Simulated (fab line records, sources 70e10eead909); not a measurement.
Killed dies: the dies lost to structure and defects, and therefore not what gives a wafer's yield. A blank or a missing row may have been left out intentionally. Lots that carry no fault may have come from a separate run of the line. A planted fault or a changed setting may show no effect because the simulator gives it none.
Struck lot and sound lot, side by side / flow nandHarc / 15 steps out of a route of 1302
Sound: wafers L898.2, L898.4, L898.5. Struck: wafer L917.6; the same lot's L917.1 was not struck, so it is left out; see the end for the cause.
Order at every step that has rows: each side's tool, ch and its chambers, its first start. Under that, the readings that differ: sound wafers / struck wafers / difference of the means / sigmas: that difference in standard deviations of wafers without a fault.
alike: readings with means less than 2 such deviations apart, plus words and numbers identical on both sides. not compared: withheld readings, readings lacking a value on some wafer, bounds such as >300 that could conceal the same value, and numbers that have no deviation in the record and whose values overlap.
Wherever a step has rows on one side only, a row that says differs or no value, or a row with sigmas, the two part there. Numbers that have no deviation but don't overlap get no sigmas and don't part them. A reading that every wafer of one side lacks parts them only if that side has two wafers or more.

first, 6 steps without rows for these wafers: NHARC_P_CONTACT_COAT_06 (resist thk 90 nm); NHARC_P_CONTACT_SOFTBAKE_07 (time 55 s); NHARC_P_CONTACT_EBR_08; NHARC_P_CONTACT_EXPOSE_09 (exposes mask P CA, target cd 90 nm); NHARC_P_CONTACT_PEB_10 (peb time 65 s); NHARC_P_CONTACT_DEVELOP_11 (develop time 35 s).
NHARC_P_CONTACT_CD_MEAS_12 targets a cd of 90 nm.
  sound on cdSem-03 ch 0, day 6 08:28; struck on cdSem-02 ch 0, day 14 01:56
  alike: cdNm
NHARC_P_CONTACT_OVL_MEAS_13:
  sound: overlay-02 at day 6 08:34; struck: overlay-02 at day 14 02:01
  alike: overlayXNm, overlayYNm
NHARC_P_CONTACT_INSPECT_14:
  sound: defectInspect-01 at day 6 08:36; struck: defectInspect-02 at day 14 02:04
  alike: rawDefectCount
NHARC_P_CONTACT_DESCUM_17: chemistry O2, time 3 s.
  sound on rieDiel-11 ch 1,2, day 6 08:40; struck on rieDiel-11 ch 2, day 14 02:08
  alike: drypumpMotorCurrentA, oesProductAu, rfVppV, showerheadPlenumPTorr, throttleValvePct
  not compared: rfHoursCounterH
NHARC_P_CONTACT_ETCH_35: etches the open film in CF4, target depth 39 nm, time 65 s.
  sound on rieDiel-11 ch 0,2,3, day 6 08:44; struck on rieDiel-11 ch 1, day 14 02:13
reading=showerheadPlenumPTorr (Torr); sound=1.69 1.69 1.67; struck=1.85; difference=+0.17; sigmas=+2
  alike: drypumpMotorCurrentA, oesProductAu, rfVppV, runLengthS, throttleValvePct
  not compared: rfHoursCounterH
NHARC_P_CONTACT_ETCH_36: etches the open film in N2/H2, target depth 260 nm, time 406.25 s.
  sound: rieDiel-11 ch 0,1,3; struck: rieDiel-11 ch 2
reading=oesProductAu (a.u.); sound=1.010 1.011 1.014; struck=0.992; difference=-0.020; sigmas=-2
  alike: drypumpMotorCurrentA, rfVppV, runLengthS, showerheadPlenumPTorr, throttleValvePct
  not compared: rfHoursCounterH
NHARC_P_CONTACT_ETCH_18: etches the open film in C4F8/O2/Ar, target depth 481 nm, time 240.5 s.
  sound on rieDiel-11 ch 1,2,3, day 6 09:10; struck on rieDiel-11 ch 0, day 14 02:36
reading=runLengthS (s); sound=262.3 261.6 261.3; struck=200.1; difference=-61.6; sigmas=-99 or more
  alike: oesProductAu, rfVppV
  not compared: rfHoursCounterH
then, 1 step without rows for these wafers: NHARC_P_CONTACT_STRIP_37 (strips in C4F8/O2/Ar).
-- the record jumps here: 19 days lie between the struck wafers' starts before and after (it left off in module P_CONTACT and takes up again in module END, whose first step shown is number 1302 of the route) --
NHARC_END_SORT_01:
  at this point the record logs the struck wafers (prober-01 ch 0, day 32 23:26) and has no rows for the sound ones

== WHERE THEY PART ==
Last at NHARC_END_SORT_01 as far as this record goes, first at NHARC_P_CONTACT_ETCH_35.

WHY: whatever the simulator had introduced
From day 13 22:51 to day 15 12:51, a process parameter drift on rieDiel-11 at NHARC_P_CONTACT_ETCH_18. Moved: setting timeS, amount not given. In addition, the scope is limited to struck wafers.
